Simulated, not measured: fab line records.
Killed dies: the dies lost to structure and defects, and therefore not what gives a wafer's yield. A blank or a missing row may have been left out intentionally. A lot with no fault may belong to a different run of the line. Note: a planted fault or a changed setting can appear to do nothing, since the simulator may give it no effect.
Which tool was responsible? / flow nandHarc / 13 lots, 39 wafers sampled, at 3 steps of a route of 1302

== WHAT THE GAUGES READ, wafer by wafer ==
NHARC_P_STI_CD_MEAS_09 targets a cd of 200 nm. Usual: 199.8 nm for cdNm, sd 1.5.
lot=L278; measured=day 2 03:48; on=cdSem-03; cdNm (nm)=200.7 201.6 200.4; flag=
lot=L279; measured=day 2 14:55; on=cdSem-03; cdNm (nm)=200.0 197.3 199.4; flag=
lot=L280; measured=day 2 23:52; on=cdSem-03; cdNm (nm)=198.1 200.6 199.7; flag=
lot=L281; measured=day 3 11:43; on=cdSem-01; cdNm (nm)=199.9 201.2 201.0; flag=
lot=L282; measured=day 3 20:52; on=cdSem-01; cdNm (nm)=201.5 197.7 200.0; flag=
lot=L284; measured=day 4 20:36; on=cdSem-03; cdNm (nm)=200.6 199.8 200.3; flag=
lot=L285; measured=day 5 01:46; on=cdSem-03; cdNm (nm)=200.7 198.7 200.2; flag=
lot=L286; measured=day 5 18:44; on=cdSem-03; cdNm (nm)=199.4 198.9 197.6; flag=
lot=L294; measured=day 8 23:19; on=cdSem-01; cdNm (nm)=200.4 199.2 200.1; flag=
lot=L295; measured=day 9 08:49; on=cdSem-01; cdNm (nm)=196.7 198.7 196.5; flag=
lot=L296; measured=day 9 19:13; on=cdSem-02; cdNm (nm)=201.4 198.3 201.2; flag=
lot=L297; measured=day 10 05:56; on=cdSem-02; cdNm (nm)=201.4 198.0 200.5; flag=
lot=L299; measured=day 11 00:18; on=cdSem-03; cdNm (nm)=198.2 198.9 198.8; flag=

== EACH LOT AND THE TOOL THAT RAN IT (in order: tool; ch and the chambers of the sampled wafers; start) ==
lot=L278; NHARC_P_ZERO_WELL_ETCH_63=rieSi-06 ch 0,2,3, day 1 07:38; NHARC_P_ZERO_WELL_STRIP_56=wetBench-04 ch 0,3,4, day 1 12:35
lot=L279; NHARC_P_ZERO_WELL_ETCH_63=rieSi-05 ch 1,2,3, day 1 17:40; NHARC_P_ZERO_WELL_STRIP_56=wetBench-04 ch 1,4,7, day 1 22:28
lot=L280; NHARC_P_ZERO_WELL_ETCH_63=rieSi-05 ch 1,2, day 2 03:40; NHARC_P_ZERO_WELL_STRIP_56=wetBench-09 ch 0,1,6, day 2 08:20
lot=L281; NHARC_P_ZERO_WELL_ETCH_63=rieSi-06 ch 1,3, day 2 13:33; NHARC_P_ZERO_WELL_STRIP_56=wetBench-09 ch 3,6,7, day 2 18:20
lot=L282; NHARC_P_ZERO_WELL_ETCH_63=rieSi-06 ch 2,3, day 2 23:41; NHARC_P_ZERO_WELL_STRIP_56=wetBench-09 ch 0,1,4, day 3 04:38
lot=L284; NHARC_P_ZERO_WELL_ETCH_63=rieSi-06 ch 0,3, day 3 19:41; NHARC_P_ZERO_WELL_STRIP_56=wetBench-05 ch 0,5,6, day 4 04:37
lot=L285; NHARC_P_ZERO_WELL_ETCH_63=rieSi-06 ch 0,1,2, day 4 05:32; NHARC_P_ZERO_WELL_STRIP_56=wetBench-05 ch 0,3,7, day 4 10:15
lot=L286; NHARC_P_ZERO_WELL_ETCH_63=rieSi-02 ch 1,2, day 4 15:47; NHARC_P_ZERO_WELL_STRIP_56=wetBench-09 ch 1,3,4, day 4 20:38
lot=L294; NHARC_P_ZERO_WELL_ETCH_63=rieSi-05 ch 1,2,3, day 7 23:42; NHARC_P_ZERO_WELL_STRIP_56=wetBench-09 ch 2,4,7, day 8 04:19
lot=L295; NHARC_P_ZERO_WELL_ETCH_63=rieSi-05 ch 0,1,2, day 8 09:32; NHARC_P_ZERO_WELL_STRIP_56=wetBench-09 ch 0,4,7, day 8 14:22
lot=L296; NHARC_P_ZERO_WELL_ETCH_63=rieSi-06 ch 1,2,3, day 8 19:41; NHARC_P_ZERO_WELL_STRIP_56=wetBench-09 ch 1,3,4, day 9 00:44
lot=L297; NHARC_P_ZERO_WELL_ETCH_63=rieSi-06 ch 0,2, day 9 05:32; NHARC_P_ZERO_WELL_STRIP_56=wetBench-05 ch 2,3,7, day 9 10:14
lot=L299; NHARC_P_ZERO_WELL_ETCH_63=rieSi-05 ch 1,2,3, day 10 01:32; NHARC_P_ZERO_WELL_STRIP_56=wetBench-04 ch 0,1,3, day 10 06:08
- NHARC_P_ZERO_WELL_ETCH_63: etches the open film in HBr/Cl2, target depth 120 nm, time 40.1 s.
- NHARC_P_ZERO_WELL_STRIP_56: strips in SPM, time 840 s.

== WHAT THE TOOLS THEMSELVES READ (means of the sampled wafers that have a number; where no wafer has one, the mark that the record gives instead) ==
NHARC_P_ZERO_WELL_ETCH_63. Usual: drypumpMotorCurrentA 5.9 A, standard deviation 0.6; oesProductAu 0.999 a.u., standard deviation 0.0088; throttleValvePct 26.406 %, standard deviation 0.0098.
lot=L278; tool=rieSi-06; drypumpMotorCurrentA (A)=6.0; oesProductAu (a.u.)=1.013; throttleValvePct (%)=26.406; flag=
lot=L279; tool=rieSi-05; drypumpMotorCurrentA (A)=6.3; oesProductAu (a.u.)=0.996; throttleValvePct (%)=26.405; flag=
lot=L280; tool=rieSi-05; drypumpMotorCurrentA (A)=6.5; oesProductAu (a.u.)=0.999; throttleValvePct (%)=26.405; flag=
lot=L281; tool=rieSi-06; drypumpMotorCurrentA (A)=5.0; oesProductAu (a.u.)=1.003; throttleValvePct (%)=26.411; flag=
lot=L282; tool=rieSi-06; drypumpMotorCurrentA (A)=5.9; oesProductAu (a.u.)=1.004; throttleValvePct (%)=26.416; flag=
lot=L284; tool=rieSi-06; drypumpMotorCurrentA (A)=6.2; oesProductAu (a.u.)=1.006; throttleValvePct (%)=26.394; flag=
lot=L285; tool=rieSi-06; drypumpMotorCurrentA (A)=5.7; oesProductAu (a.u.)=0.997; throttleValvePct (%)=26.413; flag=
lot=L286; tool=rieSi-02; drypumpMotorCurrentA (A)=6.2; oesProductAu (a.u.)=1.007; throttleValvePct (%)=26.403; flag=
lot=L294; tool=rieSi-05; drypumpMotorCurrentA (A)=6.4; oesProductAu (a.u.)=1.000; throttleValvePct (%)=26.403; flag=
lot=L295; tool=rieSi-05; drypumpMotorCurrentA (A)=6.1; oesProductAu (a.u.)=0.995; throttleValvePct (%)=26.425; flag=
lot=L296; tool=rieSi-06; drypumpMotorCurrentA (A)=5.4; oesProductAu (a.u.)=0.998; throttleValvePct (%)=26.400; flag=
lot=L297; tool=rieSi-06; drypumpMotorCurrentA (A)=6.3; oesProductAu (a.u.)=1.003; throttleValvePct (%)=26.409; flag=
lot=L299; tool=rieSi-05; drypumpMotorCurrentA (A)=6.4; oesProductAu (a.u.)=0.996; throttleValvePct (%)=26.413; flag=

NHARC_P_ZERO_WELL_STRIP_56. Usual: 843.2 s for runLengthS, sd 1.1.
lot=L278; tool=wetBench-04; runLengthS (s)=843.8; flag=
lot=L279; tool=wetBench-04; runLengthS (s)=843.5; flag=
lot=L280; tool=wetBench-09; runLengthS (s)=842.9; flag=
lot=L281; tool=wetBench-09; runLengthS (s)=842.5; flag=
lot=L282; tool=wetBench-09; runLengthS (s)=843.1; flag=
lot=L284; tool=wetBench-05; runLengthS (s)=842.7; flag=
lot=L285; tool=wetBench-05; runLengthS (s)=843.0; flag=
lot=L286; tool=wetBench-09; runLengthS (s)=843.1; flag=
lot=L294; tool=wetBench-09; runLengthS (s)=261.1; flag=OFF
lot=L295; tool=wetBench-09; runLengthS (s)=261.2; flag=OFF
lot=L296; tool=wetBench-09; runLengthS (s)=261.8; flag=OFF
lot=L297; tool=wetBench-05; runLengthS (s)=843.1; flag=
lot=L299; tool=wetBench-04; runLengthS (s)=843.4; flag=

== THE ANSWER, worked out from the rows above alone ==
Rule: lot off if the mean of its wafers having a number is beyond 3 standard deviations from the usual mean. A lot without any number at a reading at which 4 lots or more have one is off too. The other lots that the step has rows for count as sound. First the gauges in route order, then the tools' own readings, where a lot's mean is used as printed above. The first step at which some lot is off is used, and at that step the reading that is off furthest; a lot without a number counts as furthest.
Off: L294, L295, L296, at NHARC_P_ZERO_WELL_STRIP_56 (runLengthS).
A tool fits if, at that step or a process step before it, it ran every lot that is off, and no sound lot after the first of them. One fits: NHARC_P_ZERO_WELL_STRIP_56 on wetBench-09. Its last sound lot is L286 (day 4 20:38), its first lot that is off L294 (day 8 04:19): a fault that began between those two fits.
On the lots that are off, the tool's own readings at NHARC_P_ZERO_WELL_STRIP_56 differ by more than 5 times the standard deviation of the sound lots' means, which bears it out; runLengthS reads 261.4 s there versus 843.1 s on the sound lots.

== WHAT WAS PUT IN BY THE SIMULATOR ==
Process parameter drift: wetBench-09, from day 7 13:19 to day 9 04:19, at NHARC_P_ZERO_WELL_STRIP_56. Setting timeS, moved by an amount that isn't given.
Struck lots among those shown: L294, L295, L296. Same finding as the rule above.
